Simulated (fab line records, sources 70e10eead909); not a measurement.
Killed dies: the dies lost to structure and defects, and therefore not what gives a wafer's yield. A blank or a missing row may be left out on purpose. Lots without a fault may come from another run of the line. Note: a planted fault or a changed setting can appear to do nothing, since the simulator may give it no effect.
fab line records	flow nand-harc
[record] lots = 15	wafers = 45	last-day = 34
route steps=1302 shown A_BONDPAD@1227 HYBRID_BOND@1237 THIN_TSV@1245
lots that met no fault: from a run of the same line without faults
start-h: the number of hours between the record's first day and the start of the first shown wafer of the lot	wait-h: how many hours have passed since the lot's step before this one	" the same as in the row above	L1.1+2: a single row standing in for several wafers	- no value, or no start given	* or withheld: withheld	< > ~ a bound
route shown NAME@n: a module of which the file shows steps, and the number in the route of the first	usual: mean and standard deviation over wafers with no fault	same: alike in all rows	chamber/n: place in a boat	sites: the reading at each site	_std_site: standard deviation of those values	_edge_site: inner sites' mean taken away from outer sites' mean	radius-mm: for every site, how far away it sits from the centre of the wafer	mask NAME#n: copy n	behind: the last tool/chamber to shape the wafer	hold: the reason the lot was held/the length of the hold in hours/how it ended	device: whichever transistor did not switch (one of n, p or np)	end of line: the route-end tests of the same wafers	a step given without rows: its recipe and nothing more	killed: count of dies lost to structure and defects at first sort (not the wafer's yield)	map: a wafer's dies, marking killed ones x, the rest . and places with no die _
set.NAME: the setting that was run; set.NAME@STEP: the one run at that earlier step	model.NAME: the simulator's own value behind a step, which no gauge read
the route's steps for a sample of lots (tables are steps, rows are wafers)
services: a tool's chamber out of use, with start hour (start-h, from the record's first day; less than 0 if before it), hours out, and reason
[[steps]]
[step NHARC_A_BONDPAD_PVD_17]
[recipe] target-thk-a = 50	bias-v = 168.6	power-w = 15000	chamber-pressure-pa = 0.12	time-s = 8.06	substrate-temp-c = 50	material = TaN
[usual] bias-v = 168.5/1.6	throttle-valve-pct = 29.9/1.2
lot.wafer	tool	chamber	start-h	wait-h	bias-v	throttle-valve-pct
L206.3	pvd-sputter-01	-	-	-	168.4	29.1
L206.1	"	-	"	"	168.9	31.1
L206.5	"	-	"	"	167.7	29.1
L207.4	pvd-sputter-02	-	-	-	169.4	32.4
L207.2	"	-	"	"	168.5	30.6
L207.1	"	-	"	"	169.6	29.4
L209.1	pvd-sputter-03	-	-	-	169.6	29.5
L209.5	"	-	"	"	166.8	29.4
L209.6	"	-	"	"	170.1	29.1
L208.1	pvd-sputter-01	-	-	-	165.4	30.9
L208.4	"	-	"	"	168.1	28.9
L208.5	"	-	"	"	170.3	30.7
L215.1	pvd-sputter-03	-	-	-	167.2	29.3
L215.6	"	-	"	"	169.6	29.4
L215.5	"	-	"	"	168.3	29.6
L214.1	pvd-sputter-02	-	-	-	168.3	29.4
L214.2	"	-	"	"	169.5	32.3
L214.3	"	-	"	"	169.0	30.7
L217.4	pvd-sputter-02	-	-	-	168.5	29.3
L217.2	"	-	"	"	166.6	31.7
L217.6	"	-	"	"	168.7	32.4
L219.1	pvd-sputter-02	-	-	-	168.7	31.7
L219.6	"	-	"	"	167.3	31.7
L219.5	"	-	"	"	167.6	30.6
L222.2	pvd-sputter-01	-	-	-	167.3	30.7
L222.4	"	-	"	"	172.5	31.5
L222.6	"	-	"	"	169.3	27.8
L223.2	pvd-sputter-01	-	-	-	166.8	29.4
L223.1	"	-	"	"	170.3	30.7
L223.4	"	-	"	"	170.1	31.3
L225.3	pvd-sputter-03	-	-	-	170.5	29.7
L225.2	"	-	"	"	168.0	29.5
L225.5	"	-	"	"	168.6	28.9
L226.3	pvd-sputter-02	-	-	-	168.4	32.0
L226.4	"	-	"	"	167.6	30.5
L226.2	"	-	"	"	171.4	28.4
L227.3	pvd-sputter-03	-	-	-	167.5	29.6
L227.2	"	-	"	"	168.7	29.0
L227.1	"	-	"	"	171.4	29.8
L228.2	pvd-sputter-01	-	-	-	168.8	30.7
L228.1	"	-	"	"	167.5	31.3
L228.5	"	-	"	"	168.3	28.0
L229.4	pvd-sputter-03	-	-	-	169.3	29.3
L229.2	"	-	"	"	170.5	29.0
L229.6	"	-	"	"	171.9	29.6
[step NHARC_A_BONDPAD_CMP_19]
[recipe] t-overpolish-s = 30	cu-recess-touch-s = 16	target-thk-nm = 169.82
[usual] cu-recess-touch-s = 16/0	edge-zone-pressure-frac = 1.000/0.0052	motor-current-A = 11.6/1	overpolish-run-s = 29.999/0.0089
lot.wafer	tool	chamber	start-h	wait-h	cu-recess-touch-s	edge-zone-pressure-frac	motor-current-A	overpolish-run-s
L206.1	cmp-03	1	536.14	-	16	0.995	11.8	30.016
L206.3	"	2	"	"	16	1.003	11.1	29.996
L206.5	"	0	"	"	16	1.010	12.2	30.001
L207.4	cmp-03	1	546.12	-	16	1.010	11.2	30.009
L207.1	"	2	"	"	16	1.005	10.8	29.981
L207.2	"	3	"	"	16	1.005	11.1	29.997
L209.1	cmp-04	1	553.16	-	16	1.000	12.0	30.000
L209.5	"	3	"	"	16	1.005	10.9	29.992
L209.6	"	0	"	"	16	0.994	12.2	29.992
L208.1	cmp-02	0	562.26	-	16	1.003	11.0	29.997
L208.4	"	2	"	"	16	0.999	10.1	29.993
L208.5	"	3	"	"	16	1.002	13.1	29.997
L215.1	cmp-02	0	620.95	-	-	-	-	-
L215.5	"	0	"	"	-	-	-	-
L215.6	"	1	"	"	-	-	-	-
L214.1	cmp-02	1	624.36	-	-	-	-	-
L214.3	"	2	"	"	-	-	-	-
L214.2	"	3	"	"	-	-	-	-
L217.4	cmp-04	0	626.51	-	-	-	-	-
L217.2	"	1	"	"	-	-	-	-
L217.6	"	1	"	"	-	-	-	-
L219.1	cmp-04	0	684.58	-	16	0.995	12.4	30.006
L219.6	"	2	"	"	16	1.000	11.5	29.981
L219.5	"	3	"	"	16	0.995	11.0	29.995
L222.2	cmp-03	1	686.39	-	16	0.999	11.4	29.983
L222.4	"	2	"	"	16	0.996	10.9	29.994
L222.6	"	2	"	"	16	1.000	11.0	29.994
L223.1	cmp-03	0	706.55	-	16	1.006	12.7	29.998
L223.2	"	2	"	"	16	0.988	10.7	30.004
L223.4	"	3	"	"	16	0.995	11.5	29.989
L225.2	cmp-04	2	720.45	-	16	1.005	11.6	29.985
L225.3	"	1	"	"	16	1.008	11.9	30.003
L225.5	"	3	"	"	16	0.995	11.3	29.993
L226.4	cmp-03	2	735.69	-	16	1.009	10.8	30.010
L226.2	"	3	"	"	16	0.996	10.8	30.005
L226.3	"	1	"	"	16	1.000	11.2	29.979
L227.2	cmp-02	2	737.40	-	16	0.999	10.7	30.006
L227.3	"	3	"	"	16	0.997	13.4	29.985
L227.1	"	0	"	"	16	0.995	11.3	30.000
L228.1	cmp-02	3	757.07	-	16	0.999	13.6	30.006
L228.2	"	0	"	"	16	0.991	10.5	30.014
L228.5	"	1	"	"	16	0.997	11.7	29.994
L229.2	cmp-04	0	776.43	-	16	1.006	12.3	30.011
L229.4	"	1	"	"	16	1.002	12.6	30.003
L229.6	"	2	"	"	16	1.006	11.7	29.992
[step NHARC_A_BONDPAD_THK_MEAS_20]
[recipe] thk-meas-gauge = xrf
[usual] thk-nm = 170.2/1.4
lot.wafer	tool	chamber	start-h	wait-h	thk-nm
L206.1	film-metro-01	-	536.40	-	168.3
L206.3	"	-	"	"	170.9
L206.5	"	-	"	"	169.7
L207.1	film-metro-01	-	546.43	-	171.0
L207.2	"	-	"	"	172.7
L207.4	"	-	"	"	172.6
L209.1	film-metro-02	-	553.43	-	168.7
L209.5	"	-	"	"	168.5
L209.6	"	-	"	"	166.5
L208.1	film-metro-01	-	562.55	-	170.3
L208.4	"	-	"	"	169.5
L208.5	"	-	"	"	169.0
L215.1	film-metro-01	-	621.27	0.3	399.9
L215.5	"	-	"	"	398.6
L215.6	"	-	"	"	397.7
L214.1	film-metro-02	-	624.65	0.3	398.7
L214.2	"	-	"	"	401.1
L214.3	"	-	"	"	403.1
L217.2	film-metro-02	-	626.84	0.3	404.7
L217.4	"	-	"	"	397.9
L217.6	"	-	"	"	404.4
L219.1	film-metro-01	-	684.85	-	171.1
L219.5	"	-	"	"	172.2
L219.6	"	-	"	"	169.9
L222.2	film-metro-02	-	686.71	-	172.1
L222.4	"	-	"	"	168.6
L222.6	"	-	"	"	169.9
L223.1	film-metro-01	-	706.87	-	169.2
L223.2	"	-	"	"	171.2
L223.4	"	-	"	"	171.3
L225.2	film-metro-02	-	720.77	-	168.8
L225.3	"	-	"	"	168.2
L225.5	"	-	"	"	170.8
L226.2	film-metro-02	-	736.01	-	170.5
L226.3	"	-	"	"	172.3
L226.4	"	-	"	"	172.0
L227.1	film-metro-01	-	737.73	-	168.3
L227.2	"	-	"	"	167.9
L227.3	"	-	"	"	171.9
L228.1	film-metro-02	-	757.34	-	169.6
L228.2	"	-	"	"	168.3
L228.5	"	-	"	"	170.6
L229.2	film-metro-01	-	776.69	-	169.1
L229.4	"	-	"	"	168.2
L229.6	"	-	"	"	171.2
[step NHARC_A_BONDPAD_INSPECT_23]
[usual] raw-defect-count = 547/130
lot.wafer	tool	chamber	start-h	wait-h	raw-defect-count
L206.1	defect-inspect-01	-	536.63	0.0	472
L206.3	"	-	"	"	530
L206.5	"	-	"	"	547
L207.1	defect-inspect-02	-	546.64	0.0	450
L207.2	"	-	"	"	395
L207.4	"	-	"	"	460
L209.1	defect-inspect-02	-	553.63	0.0	515
L209.5	"	-	"	"	439
L209.6	"	-	"	"	546
L208.1	defect-inspect-02	-	562.76	0.0	471
L208.4	"	-	"	"	643
L208.5	"	-	"	"	605
L215.1	defect-inspect-02	-	621.47	0.0	3187
L215.5	"	-	"	"	3265
L215.6	"	-	"	"	3306
L214.1	defect-inspect-01	-	624.88	0.0	3192
L214.2	"	-	"	"	3088
L214.3	"	-	"	"	3233
L217.2	defect-inspect-01	-	627.06	0.0	3260
L217.4	"	-	"	"	3148
L217.6	"	-	"	"	3266
L219.1	defect-inspect-01	-	685.07	0.0	523
L219.5	"	-	"	"	529
L219.6	"	-	"	"	576
L222.2	defect-inspect-02	-	686.94	0.0	615
L222.4	"	-	"	"	524
L222.6	"	-	"	"	563
L223.1	defect-inspect-01	-	707.10	0.0	456
L223.2	"	-	"	"	518
L223.4	"	-	"	"	459
L225.2	defect-inspect-01	-	720.97	0.0	586
L225.3	"	-	"	"	489
L225.5	"	-	"	"	700
L226.2	defect-inspect-01	-	736.22	0.0	499
L226.3	"	-	"	"	552
L226.4	"	-	"	"	598
L227.1	defect-inspect-02	-	737.93	0.0	464
L227.2	"	-	"	"	654
L227.3	"	-	"	"	603
L228.1	defect-inspect-01	-	757.54	0.0	437
L228.2	"	-	"	"	562
L228.5	"	-	"	"	450
L229.2	defect-inspect-01	-	776.92	0.0	598
L229.4	"	-	"	"	574
L229.6	"	-	"	"	554
[step NHARC_HYBRID_BOND_ACTIVATE_00]
[recipe] time-s = 60	n2-flow-sccm = 200	ar-flow-sccm = 0	bias-power-w = 0	chemistry = N2
[usual] drypump-motor-current-A = 5.5/0.49	n2-flow-sccm = 200.0/0.52	oes-product-au = 0.999/0.0073	rf-vpp-V = 64.0/0.89	showerhead-plenum-p-Torr = 1.71/0.071
[same] bias-power-w = 0
lot.wafer	tool	chamber	start-h	wait-h	drypump-motor-current-A	n2-flow-sccm	oes-product-au	rf-hours-counter-h	rf-vpp-V	showerhead-plenum-p-Torr
L206.1	rie-diel-06	0	536.69	0.1	5.6	199.9	1.002	4	64.2	1.74
L206.3	"	3	"	"	5.1	200.0	0.991	4	63.8	1.70
L206.5	"	0	"	"	5.6	200.3	1.001	-	64.2	1.74
L207.4	rie-diel-06	3	546.70	0.1	5.1	199.5	0.988	4	65.1	1.69
L207.1	"	0	"	"	5.6	200.6	1.001	4	64.6	1.74
L207.2	"	1	"	"	6.2	199.7	1.007	4	62.8	1.63
L209.1	rie-diel-04	1	553.83	0.2	4.8	200.3	0.992	4	64.8	1.88
L209.5	"	0	"	"	5.7	200.0	1.014	-	63.4	1.70
L209.6	"	1	"	"	4.8	199.8	1.006	-	62.9	1.88
L208.1	rie-diel-06	1	562.82	0.1	6.2	199.2	1.000	6	61.7	1.63
L208.4	"	3	"	"	5.1	200.9	1.001	5	65.5	1.70
L208.5	"	1	"	"	6.2	199.9	1.005	-	64.5	1.63
L219.1	rie-diel-06	1	685.14	0.1	6.2	200.2	0.996	1	64.1	1.63
L219.5	"	0	"	"	5.6	199.5	0.995	-	64.2	1.74
L219.6	"	1	"	"	6.2	200.8	0.999	-	65.2	1.63
L222.4	rie-diel-06	0	687.00	0.1	5.6	200.1	0.998	1	64.9	1.74
L222.2	"	1	"	"	6.2	200.5	0.995	1	62.7	1.63
L222.6	"	0	"	"	5.6	199.5	0.990	-	63.2	1.74
L223.1	rie-diel-06	1	707.17	0.1	6.2	200.6	1.000	2	62.6	1.63
L223.4	"	2	"	"	4.9	201.2	0.990	2	65.4	1.68
L223.2	"	3	"	"	5.0	199.5	1.003	2	62.7	1.69
L225.2	rie-diel-06	1	721.03	0.1	6.2	200.5	0.999	3	62.9	1.63
L225.3	"	3	"	"	5.1	200.7	0.987	3	63.1	1.69
L225.5	"	2	"	"	5.0	199.6	0.991	-	63.4	1.68
L226.2	rie-diel-06	2	736.28	0.1	5.0	200.4	0.982	4	63.9	1.68
L226.4	"	3	"	"	5.0	200.0	0.989	4	64.0	1.69
L226.3	"	1	"	"	6.2	200.2	0.997	4	63.5	1.63
L227.1	rie-diel-04	3	737.99	0.1	5.9	200.3	0.990	8	65.4	1.88
L227.3	"	0	"	"	5.7	200.8	0.999	11	63.4	1.68
L227.2	"	2	"	"	5.5	200.0	0.994	7	63.8	1.71
L228.2	rie-diel-06	1	757.60	0.1	6.2	200.8	0.996	6	62.6	1.63
L228.1	"	3	"	"	5.0	201.1	0.993	6	63.3	1.69
L228.5	"	1	"	"	6.2	199.9	0.994	-	63.9	1.63
L229.2	rie-diel-09	1	776.98	0.1	5.6	199.5	0.999	31	63.8	1.74
L229.4	"	2	"	"	4.9	200.6	1.009	38	64.4	1.76
L229.6	"	2	"	"	4.9	200.1	0.988	-	64.8	1.76
[step NHARC_THIN_TSV_CMP_01]
[recipe] target-thk-um = 3
[usual] edge-zone-pressure-frac = 1.000/0.0047	motor-current-A = 12.0/1.4
lot.wafer	tool	chamber	start-h	wait-h	edge-zone-pressure-frac	motor-current-A
L206.1	cmp-01	3	549.16	1.1	0.999	14.5
L206.3	"	0	"	"	0.995	10.2
L206.5	"	3	"	"	0.996	14.1
L207.4	cmp-01	1	557.51	0.4	0.998	12.2
L207.2	"	2	"	"	0.988	14.8
L207.1	"	3	"	"	1.003	14.5
L209.1	cmp-04	2	564.68	1.1	0.996	12.1
L209.5	"	1	"	"	1.001	12.6
L209.6	"	2	"	"	0.990	12.1
L208.4	cmp-03	3	573.51	0.4	1.004	11.5
L208.1	"	1	"	"	0.999	11.2
L208.5	"	3	"	"	1.004	11.0
L222.2	cmp-04	3	698.26	0.9	1.003	11.0
L222.4	"	0	"	"	1.002	11.9
L222.6	"	2	"	"	1.009	12.0
L219.1	cmp-01	2	699.40	1.0	1.000	14.3
L219.6	"	2	"	"	0.997	14.6
L219.5	"	3	"	"	0.996	14.2
L223.1	cmp-01	1	719.77	1.0	1.000	12.0
L223.2	"	2	"	"	1.002	13.6
L223.4	"	3	"	"	1.001	14.1
L225.3	cmp-01	2	733.09	0.6	1.006	15.0
L225.2	"	3	"	"	0.998	15.0
L225.5	"	2	"	"	1.003	14.8
L226.2	cmp-01	0	754.44	0.8	0.999	10.6
L226.3	"	1	"	"	0.998	12.1
L226.4	"	2	"	"	0.994	15.3
L227.2	cmp-04	2	755.66	0.8	1.007	11.8
L227.1	"	0	"	"	1.001	11.9
L227.3	"	1	"	"	0.995	11.7
L228.1	cmp-03	0	769.28	1.1	0.996	12.1
L228.2	"	2	"	"	1.000	10.6
L228.5	"	0	"	"	1.004	11.7
L229.4	cmp-04	2	790.15	0.4	1.004	11.6
L229.2	"	0	"	"	0.998	11.7
L229.6	"	2	"	"	0.998	11.9
[[services]]
tool	chamber	start-h	hours	kind
cmp-01	-	534.11	0.8	repair
cmp-01	-	536.21	6.8	repair
rie-diel-06	2	549.16	4.7	repair
rie-diel-06	3	550.61	6.1	repair
cmp-03	-	554.00	4.0	pm
cmp-01	-	559.70	2.2	repair
cmp-01	-	577.59	4.0	pm
cmp-04	-	590.75	2.5	repair
cmp-01	-	597.04	2.2	repair
cmp-04	-	601.00	4.0	pm
cmp-04	-	641.33	1.7	repair
cmp-03	-	652.00	4.0	pm
cmp-01	-	660.97	1.4	repair
rie-diel-06	-	661.20	9.0	pm
cmp-01	-	675.59	4.0	pm
cmp-04	-	699.00	4.0	pm
cmp-04	-	725.40	0.4	repair
cmp-04	-	732.60	6.3	repair
cmp-03	-	736.30	16.8	repair
cmp-04	-	745.28	0.6	repair
cmp-01	-	757.85	3.0	repair
cmp-01	-	766.57	1.6	repair
cmp-04	-	770.84	1.1	repair
cmp-04	-	777.79	6.4	repair
[[key]]
[first-sign] step = NHARC_A_BONDPAD_CMP_19	reading = tool-record	direction = missing
[effect] step = NHARC_A_BONDPAD_THK_MEAS_20	reading = thk-nm	direction = up	sigmas = 99+	usual = 170.2	struck = 400.7
[effect] step = NHARC_A_BONDPAD_INSPECT_23	reading = raw-defect-count	direction = up	sigmas = 20	usual = 547	struck = 3216
met-at NHARC_A_BONDPAD_CMP_19
struck-lots L214,L215,L217
later-rows-left-out L214.1,L214.2,L214.3,L215.1,L215.5,L215.6,L217.2,L217.4,L217.6
sort-left-out L214.1,L214.2,L214.3,L215.1,L215.5,L215.6,L217.2,L217.4,L217.6
not-acting-at NHARC_A_BONDPAD_PVD_17,NHARC_HYBRID_BOND_ACTIVATE_00,NHARC_THIN_TSV_CMP_01
onset-between 562.26 620.95
[fault] kind = skipped-step-whole	tool = cmp-02,cmp-04	chamber = -	onset-h = 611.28	steps = NHARC_A_BONDPAD_CMP_19	scope = struck-lots-only
// sort-left-out: the simulated sort isn't trusted on such a fault, so these wafers' sort isn't shown, and their yield isn't known
// later-rows-left-out: the simulator's readings of these wafers behind a module that went badly wrong aren't trusted and aren't shown, but for the sort
